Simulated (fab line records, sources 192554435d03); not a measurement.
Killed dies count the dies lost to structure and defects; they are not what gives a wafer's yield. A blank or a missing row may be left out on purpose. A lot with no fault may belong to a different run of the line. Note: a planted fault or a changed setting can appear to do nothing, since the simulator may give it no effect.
Which of the tools did it? / flow n5 finfet / Sampling: 10 lots, 29 wafers, 2 of 1938 route steps

## WHAT THE GAUGES READ, wafer by wafer
N5_BEOL_M13_OCD_MEAS_35.
lot=L986; measured=day 11 05:37; on=ocd-02; trench depth nm (nm)=409 415 406
lot=L987; measured=day 11 16:24; on=ocd-01; trench depth nm (nm)=413 409 415
lot=L988; measured=day 11 16:34; on=ocd-02; trench depth nm (nm)=405 420 407
lot=L992; measured=day 13 06:01; on=ocd-02; trench depth nm (nm)=404 413 410
lot=L996; measured=day 14 00:56; on=ocd-02; trench depth nm (nm)=411 402 411
lot=L997; measured=day 14 04:24; on=ocd-01; trench depth nm (nm)=415 416 415
lot=L100; measured=day 15 09:44; on=ocd-02; trench depth nm (nm)=424 418 418
lot=L101; measured=day 15 16:46; on=ocd-01; trench depth nm (nm)=412 412 409
lot=L103; measured=day 16 00:19; on=ocd-02; trench depth nm (nm)=418 658 417
lot=L102; measured=day 16 15:43; on=ocd-01; trench depth nm (nm)=419 658

## WHAT TOOL EACH LOT RAN ON (gives the tool, then ch and the chambers of the sampled wafers, and finally the start)
lot=L986; N5_BEOL_M13_TRENCH_ETCH_34=rie diel-03 ch 0,3, day 11 05:26
lot=L987; N5_BEOL_M13_TRENCH_ETCH_34=rie diel-02 ch 0,2, day 11 16:14
lot=L988; N5_BEOL_M13_TRENCH_ETCH_34=rie diel-01 ch 1,3, day 11 16:23
lot=L992; N5_BEOL_M13_TRENCH_ETCH_34=rie diel-01 ch 0,2,3, day 13 05:50
lot=L996; N5_BEOL_M13_TRENCH_ETCH_34=rie diel-01 ch 0,3, day 14 00:46
lot=L997; N5_BEOL_M13_TRENCH_ETCH_34=rie diel-02 ch 1,3, day 14 04:14
lot=L100; N5_BEOL_M13_TRENCH_ETCH_34=rie diel-03 ch 0,3, day 15 09:34
lot=L101; N5_BEOL_M13_TRENCH_ETCH_34=rie diel-02 ch 1,2,3, day 15 16:35
lot=L103; N5_BEOL_M13_TRENCH_ETCH_34=rie diel-01 ch 0,1,3, day 16 00:09
lot=L102; N5_BEOL_M13_TRENCH_ETCH_34=rie diel-01 ch 0,3, day 16 15:32
- N5_BEOL_M13_TRENCH_ETCH_34: etches SiOC in C4F8/O2/Ar, target depth 413.47 nm, time 162.6 s.

## THE ANSWER, worked out from the rows above alone
Rule: what is usual is taken from the lots themselves. The widest of any qualifying gaps counts: lots, ordered by their means at a reading, are off when they make up no more than a third of the lots, leave a main group of 4 or more, and stand apart from it by 3 or more times the standard deviation of that group's means. The tables above print the reading to a certain number of digits; a main group whose means all agree to those digits is not used. A lot without any number at a reading at which 4 lots or more have one is off too. Where the step has rows for the other lots, those lots are counted as sound.
Off at N5_BEOL_M13_OCD_MEAS_35 (trench depth nm): L103, L102. Mean 412 nm and standard deviation 3.7 in the main group.
If a tool, at a process step before that reading, ran all the lots that are off and no sound lot after the first of them, it fits. Those tools and the gauges at N5_BEOL_M13_OCD_MEAS_35 are tried in the same way. One fits: rie diel-01 at N5_BEOL_M13_TRENCH_ETCH_34. Its last sound lot is L996 (day 14 00:46), its first lot that is off L103 (day 16 00:09): a fault that began between those two fits.

## WHAT THE SIMULATOR HAD PUT IN
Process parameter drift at N5_BEOL_M13_TRENCH_ETCH_34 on rie diel-01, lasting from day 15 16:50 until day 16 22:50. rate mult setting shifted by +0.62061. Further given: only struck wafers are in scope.
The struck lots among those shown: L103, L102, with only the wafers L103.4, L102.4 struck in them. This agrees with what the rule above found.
